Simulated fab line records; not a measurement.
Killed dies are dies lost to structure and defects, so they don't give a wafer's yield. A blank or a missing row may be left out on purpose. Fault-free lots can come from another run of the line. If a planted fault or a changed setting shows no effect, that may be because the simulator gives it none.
Which tool did it?    flow nand harc    12 lots with 36 wafers sampled at 6 steps, on a route of 1159 steps

## WHAT THE GAUGES SHOWED, per wafer
NHARC_P_ZERO_WELL_CD_MEAS_52: the cd target is 2000 nm.
lot   measured     on         cd nm (nm)
L988  day 1 23:34  cd sem-02  1997.5 1999.5 1999.4
L989  day 2 06:37  cd sem-02  1997.2 1999.2 1995.4
L990  day 2 12:06  cd sem-02  2001.6 2000.9 1999.0
L994  day 3 11:56  cd sem-01  1997.5 1996.6 1998.1
L995  day 3 17:32  cd sem-01  1998.0 1998.0 1996.9
L996  day 3 23:44  cd sem-01  1997.9 1998.9 1999.6
L998  day 4 11:42  cd sem-03  2002.1 2000.9 1998.7
L999  day 4 17:46  cd sem-01  1998.4 2000.1 1998.8
L100  day 4 23:50  cd sem-03  1824.0 1823.5 1822.8
L101  day 5 05:54  cd sem-03  1998.4 2002.4 2003.4
L105  day 6 06:01  cd sem-01  1998.9 1998.3 2001.4
L110  day 7 11:38  cd sem-03  1997.4 1998.5 1998.9

NHARC_P_STI_OVL_MEAS_10.
lot   measured     on          overlay x nm (nm)  overlay y nm (nm)
L988  day 2 19:18  overlay-01  -3 -4 -3           -1 0 0
L989  day 3 01:35  overlay-01  6 6 6              -8 -8 -8
L990  day 3 09:19  overlay-01  4 4 3              3 3 3
L994  day 4 08:37  overlay-02  -10 -9 -10         2 2 3
L995  day 4 08:27  overlay-01  4 5 4              -8 -8 -7
L996  day 4 17:23  overlay-02  10 10 10           -6 -5 -5
L998  day 5 06:21  overlay-02  3 3 4              -2 -2 -2
L999  day 5 13:06  overlay-01  6 6 7              -1 -2 -1
L100  day 5 18:56  overlay-02  8 8 7              3 2 3
L101  day 5 23:26  overlay-02  0 0 -1             -3 -3 -3
L105  day 6 23:45  overlay-02  17 17 18           -7 -7 -8
L110  day 8 04:47  overlay-01  -2 -2 -2           -7 -7 -7

NHARC_END_SORT_01.
lot   measured      on         killed at array  killed at other  killed at periphery  killed dies  killed open  killed short
L100  day 22 04:17  prober-02  23 18            0 1              5 5                  28 24        4 2          2 1

## WHAT TOOL EACH LOT RAN ON (gives the tool, then ch and the chambers of the sampled wafers, and finally the start)
lot   NHARC_P_ZERO_WELL_ETCH_65          NHARC_P_ZERO_WELL_EXPOSE_49       NHARC_P_ZERO_WELL_DESCUM_54
L988  rie diel-10 ch 0,1,2, day 1 19:25  krf scanner-02 ch 0, day 1 23:23  rie diel-09 ch 0,3, day 1 23:46
L989  rie diel-10 ch 0,2, day 2 02:10    krf scanner-03 ch 0, day 2 06:28  rie diel-03 ch 0,1, day 2 06:47
L990  rie diel-09 ch 0,2,3, day 2 07:53  krf scanner-03 ch 0, day 2 11:56  rie diel-03 ch 0,1,3, day 2 12:16
L994  rie diel-03 ch 2,3, day 3 07:30    krf scanner-04 ch 0, day 3 11:47  rie diel-09 ch 0,1, day 3 12:07
L995  rie diel-10 ch 1,2, day 3 13:31    krf scanner-04 ch 0, day 3 17:23  rie diel-03 ch 1,2,3, day 3 17:43
L996  rie diel-10 ch 1,2, day 3 19:23    krf scanner-03 ch 0, day 3 23:34  rie diel-03 ch 2,3, day 3 23:53
L998  rie diel-10 ch 0,1, day 4 07:32    krf scanner-03 ch 0, day 4 11:33  rie diel-10 ch 0,2, day 4 11:52
L999  rie diel-03 ch 2,3, day 4 13:31    krf scanner-03 ch 0, day 4 17:37  rie diel-03 ch 0,2,3, day 4 17:56
L100  rie diel-03 ch 0,2,3, day 4 19:35  krf scanner-02 ch 0, day 4 23:41  rie diel-10 ch 2,3, day 4 23:59
L101  rie diel-10 ch 1,2,3, day 5 01:38  krf scanner-02 ch 0, day 5 05:45  rie diel-10 ch 0,1,2, day 5 06:05
L105  rie diel-03 ch 1,2, day 6 01:35    krf scanner-02 ch 0, day 6 05:52  rie diel-09 ch 1,2, day 6 06:12
L110  rie diel-10 ch 0,1,2, day 7 07:22  krf scanner-03 ch 0, day 7 11:28  rie diel-09 ch 0,2,3, day 7 11:47
- NHARC_P_ZERO_WELL_ETCH_65: etches the open film in N2/H2, target depth 80 nm, overetch 24 nm, time 87.88 s.
- NHARC_P_ZERO_WELL_EXPOSE_49: exposes mask P HVPW, target cd 2000 nm.
- NHARC_P_ZERO_WELL_DESCUM_54: chemistry O2, time 3 s.

## WHAT THE TOOLS THEMSELVES READ (means of the sampled wafers that have a number; where no wafer has one, the mark that the record gives instead)
NHARC_P_ZERO_WELL_ETCH_65.
lot   tool         drypump motor current A (A)  h2 flow sccm (sccm)  oes product au (a.u.)  rf vpp V (V)  showerhead plenum p Torr (Torr)  throttle valve pct (%)
L988  rie diel-10  5.4                          149.9                0.995                  431.7         2.08                             14.165
L989  rie diel-10  5.5                          150.6                0.993                  433.1         2.12                             14.175
L990  rie diel-09  5.3                          150.4                0.993                  433.8         2.14                             14.174
L994  rie diel-03  5.8                          150.0                1.015                  427.7         1.93                             14.164
L995  rie diel-10  5.5                          150.4                1.000                  433.0         2.16                             14.163
L996  rie diel-10  5.4                          150.0                0.990                  432.9         2.12                             14.173
L998  rie diel-10  5.3                          150.1                0.993                  428.4         2.00                             14.169
L999  rie diel-03  5.7                          149.5                1.010                  428.1         1.95                             14.169
L100  rie diel-03  5.8                          150.2                1.004                  429.8         2.01                             14.171
L101  rie diel-10  5.7                          150.2                0.997                  432.3         2.08                             14.162
L105  rie diel-03  5.6                          149.9                1.014                  429.4         2.02                             14.165
L110  rie diel-10  5.4                          149.8                1.001                  431.5         2.07                             14.170

NHARC_P_ZERO_WELL_DESCUM_54.
lot   tool         drypump motor current A (A)  oes product au (a.u.)  rf vpp V (V)  showerhead plenum p Torr (Torr)  throttle valve pct (%)
L988  rie diel-09  5.4                          0.991                  57.8          2.03                             11.317
L989  rie diel-03  5.9                          1.011                  58.0          2.03                             11.313
L990  rie diel-03  5.9                          1.006                  57.8          1.95                             11.298
L994  rie diel-09  5.7                          1.012                  57.6          1.97                             11.322
L995  rie diel-03  5.8                          1.007                  57.3          1.88                             11.312
L996  rie diel-03  5.8                          1.009                  57.2          1.81                             11.312
L998  rie diel-10  5.5                          0.994                  58.4          1.99                             11.315
L999  rie diel-03  5.7                          1.011                  57.9          1.89                             11.315
L100  rie diel-10  6.0                          0.997                  57.5          1.92                             11.317
L101  rie diel-10  5.4                          1.004                  58.8          1.95                             11.307
L105  rie diel-09  5.3                          0.999                  57.0          1.96                             11.306
L110  rie diel-09  5.3                          1.009                  58.3          2.01                             11.312

## THE ANSWER, worked out from the rows above alone
Rule: what is usual is taken from the lots themselves. The widest of any qualifying gaps counts: lots, ordered by their means at a reading, are off when they make up no more than a third of the lots, leave a main group of 4 or more, and stand apart from it by 3 or more times the standard deviation of that group's means. Not used: any main group whose means are identical at the precision the tables above print for the reading. A lot without any number at a reading at which 4 lots or more have one is off too. The other lots that the step has rows for count as sound. The gauges are gone through in route order, then the tools' own readings, and for those a lot's mean is taken as printed above. At the first step where some lot is off, the reading lying furthest off is the one used; lots without a number count as furthest.
Off at NHARC_P_ZERO_WELL_CD_MEAS_52 (cd nm): L100. For the main group the mean is 1999.0 nm and the standard deviation 1.3.
A tool fits if, at a process step before that reading, it ran every lot that is off, and no sound lot after the first of them. The gauges at NHARC_P_ZERO_WELL_CD_MEAS_52 are tried like those tools. None of those tried fits.

## WHAT THE SIMULATOR HAD PUT IN
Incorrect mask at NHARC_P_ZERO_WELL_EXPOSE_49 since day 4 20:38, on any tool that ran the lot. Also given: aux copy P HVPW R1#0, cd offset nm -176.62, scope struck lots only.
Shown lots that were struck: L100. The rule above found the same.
